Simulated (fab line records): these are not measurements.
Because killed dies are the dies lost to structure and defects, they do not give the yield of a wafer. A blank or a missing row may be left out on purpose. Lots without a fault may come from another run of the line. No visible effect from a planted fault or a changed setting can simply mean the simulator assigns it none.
The tool behind it: which one? :: flow nandHarc :: 7 lots, 20 wafers sampled, at 4 steps of a route of 1302

WHAT EACH GAUGE READ, for each wafer
NHARC_THIN_TSV_CD_MEAS_37.
lot: L558
measured: day 24 20:22
on: cdSem-03
cdNm (nm): 4999.4 5000.8 4998.5

lot: L559
measured: day 25 02:43
on: cdSem-03
cdNm (nm): 5000.4 5004.3 4999.3

lot: L562
measured: day 26 10:23
on: cdSem-02
cdNm (nm): 5002.0 4996.6 4998.1

lot: L563
measured: day 26 21:43
on: cdSem-03
cdNm (nm): 4999.1 4996.8 4995.5

lot: L565
measured: day 27 07:39
on: cdSem-02
cdNm (nm): 4998.3 5001.5 4998.5

lot: L580
measured: day 34 00:23
on: cdSem-01
cdNm (nm): 5002.8 5003.9 4999.5

TOOL THAT RAN EACH LOT (tool first, then ch and the chambers of the sampled wafers, then the start)
lot: L558
NHARC_A_CONTACT_DEP_84: aclDep-02 ch 0, day 22 23:01
NHARC_THIN_TSV_DEP_47: pecvd-03 ch 0,2, day 24 14:43
NHARC_THIN_TSV_DEGAS_53: pvdSputter-02, day 24 17:46

lot: L559
NHARC_A_CONTACT_DEP_84: aclDep-03 ch 0, day 23 06:23
NHARC_THIN_TSV_DEP_47: pecvd-02 ch 0,1,2, day 24 21:10
NHARC_THIN_TSV_DEGAS_53: pvdSputter-01, day 25 00:07

lot: L562
NHARC_A_CONTACT_DEP_84: aclDep-03 ch 0, day 24 14:26
NHARC_THIN_TSV_DEP_47: pecvd-03 ch 1,2, day 26 05:00
NHARC_THIN_TSV_DEGAS_53: pvdSputter-03, day 26 07:55

lot: L563
NHARC_A_CONTACT_DEP_84: aclDep-03 ch 0, day 25 00:19
NHARC_THIN_TSV_DEP_47: pecvd-01 ch 0,1,2, day 26 16:21
NHARC_THIN_TSV_DEGAS_53: pvdSputter-03, day 26 19:11

lot: L565
NHARC_A_CONTACT_DEP_84: aclDep-02 ch 0, day 25 12:38
NHARC_THIN_TSV_DEP_47: pecvd-03 ch 0,2, day 27 02:13
NHARC_THIN_TSV_DEGAS_53: pvdSputter-02, day 27 05:08

lot: L572
NHARC_A_CONTACT_DEP_84: aclDep-02 ch 0, day 28 11:06
NHARC_THIN_TSV_DEP_47: -
NHARC_THIN_TSV_DEGAS_53: -

lot: L580
NHARC_A_CONTACT_DEP_84: aclDep-03 ch 0, day 32 02:56
NHARC_THIN_TSV_DEP_47: pecvd-01 ch 0,2, day 33 19:01
NHARC_THIN_TSV_DEGAS_53: pvdSputter-02, day 33 21:56
- NHARC_A_CONTACT_DEP_84: deposits aC, target thk 2800 nm.
- NHARC_THIN_TSV_DEP_47: deposits SiO2, target thk 200 nm.
- NHARC_THIN_TSV_DEGAS_53: time 60 s.

THE ANSWER, worked out from the rows above alone
Rule: the lots themselves supply what counts as usual. The widest of any qualifying gaps counts: lots, ordered by their means at a reading, are off when they make up no more than a third of the lots, leave a main group of 4 or more, and stand apart from it by 3 or more times the standard deviation of that group's means. The tables above print the reading to a certain number of digits; a main group whose means all agree to those digits is not used. A lot without any number at a reading at which 4 lots or more have one is off too. All remaining lots with rows at the step are treated as sound.
Across all readings shown, no lot is off: no conclusion can be drawn from this.

WHAT HAD BEEN PUT IN BY THE SIMULATOR
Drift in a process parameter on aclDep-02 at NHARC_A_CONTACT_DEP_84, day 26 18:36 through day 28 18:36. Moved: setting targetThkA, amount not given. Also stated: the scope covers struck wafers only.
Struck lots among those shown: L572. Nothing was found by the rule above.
